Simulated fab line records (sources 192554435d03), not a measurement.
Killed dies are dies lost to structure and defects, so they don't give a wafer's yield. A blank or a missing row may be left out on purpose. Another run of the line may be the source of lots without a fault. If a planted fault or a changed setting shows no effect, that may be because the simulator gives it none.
Which of the tools did it? -- flow n5 finfet -- 36 wafers from 12 lots sampled at 3 of the route's 1938 steps

## WHAT THE GAUGES SHOWED, per wafer
N5_BEOL_M11_CD_MEAS_11: target cd 64.1 nm.
lot,measured,on,cd nm (nm)
L076,day 12 03:55,cd sem-01,64.2 64.0 64.1
L077,day 12 08:05,cd sem-01,63.1 63.6 63.2
L080,day 13 03:33,cd sem-02,64.8 64.3 64.4
L081,day 13 10:42,cd sem-03,63.9 64.0 63.2
L083,day 13 20:47,cd sem-01,63.7 63.0 63.2
L087,day 14 11:46,cd sem-02,65.3 64.7 64.4
L086,day 15 03:05,cd sem-01,63.9 63.7 63.5
L091,day 15 10:26,cd sem-03,64.2 63.9 63.6
L092,day 15 13:31,cd sem-03,64.5 64.0 65.3
L093,day 16 22:40,cd sem-02,64.8 65.0 64.3
L094,day 17 07:23,cd sem-02,64.3 63.2 64.3
L096,day 18 03:19,cd sem-03,64.8 64.6 65.0

## WHICH TOOL RAN EACH LOT (tool, then ch and the chambers of the sampled wafers, then the start)
lot,N5_BEOL_M10_DEGAS_44,N5_BEOL_M11_PECVD_70
L076,"pvd sputter-03, day 11 21:29","pecvd-02 ch 0,1,2, day 12 02:16"
L077,"pvd sputter-01, day 12 04:17","pecvd-04 ch 0,2, day 12 07:11"
L080,"pvd sputter-01, day 12 23:24","pecvd-03 ch 0,1, day 13 01:56"
L081,"pvd sputter-03, day 13 06:58","pecvd-03 ch 0,1,2, day 13 09:47"
L083,"pvd sputter-02, day 13 16:42","pecvd-02 ch 0,1,2, day 13 19:04"
L087,"pvd sputter-02, day 14 06:04","pecvd-04 ch 0,1,2, day 14 08:42"
L086,"pvd sputter-02, day 14 22:41","pecvd-03 ch 0,1,2, day 15 01:25"
L091,"pvd sputter-03, day 15 06:44","pecvd-04 ch 0,2, day 15 09:04"
L092,"pvd sputter-02, day 15 10:16","pecvd-03 ch 1,2, day 15 12:44"
L093,"pvd sputter-01, day 16 19:01","pecvd-02 ch 0,1,2, day 16 21:21"
L094,"pvd sputter-01, day 17 02:25","pecvd-04 ch 0,1, day 17 05:47"
L096,"pvd sputter-02, day 17 23:17","pecvd-04 ch 0,2, day 18 02:00"
- N5_BEOL_M10_DEGAS_44: time 60 s.
- N5_BEOL_M11_PECVD_70: deposits SiO2 from TEOS/O2, target thk 20 nm, time 22.7 s.

## THE ANSWER, worked out from the rows above alone
Rule: usual is defined by the lots themselves. Put in order of their means at a reading, lots are off if they are a third of the lots or fewer, leave a main group of 4 or more, and stand apart from it by a gap of 3 or more times the standard deviation of the main group's means; of several such gaps the widest counts. The tables above print the reading to a certain number of digits; a main group whose means all agree to those digits is not used. A lot without any number at a reading at which 4 lots or more have one is off too. All remaining lots with rows at the step are treated as sound.
No lot is off at any reading shown: from this, nothing can be told.

## WHAT THE SIMULATOR PUT IN
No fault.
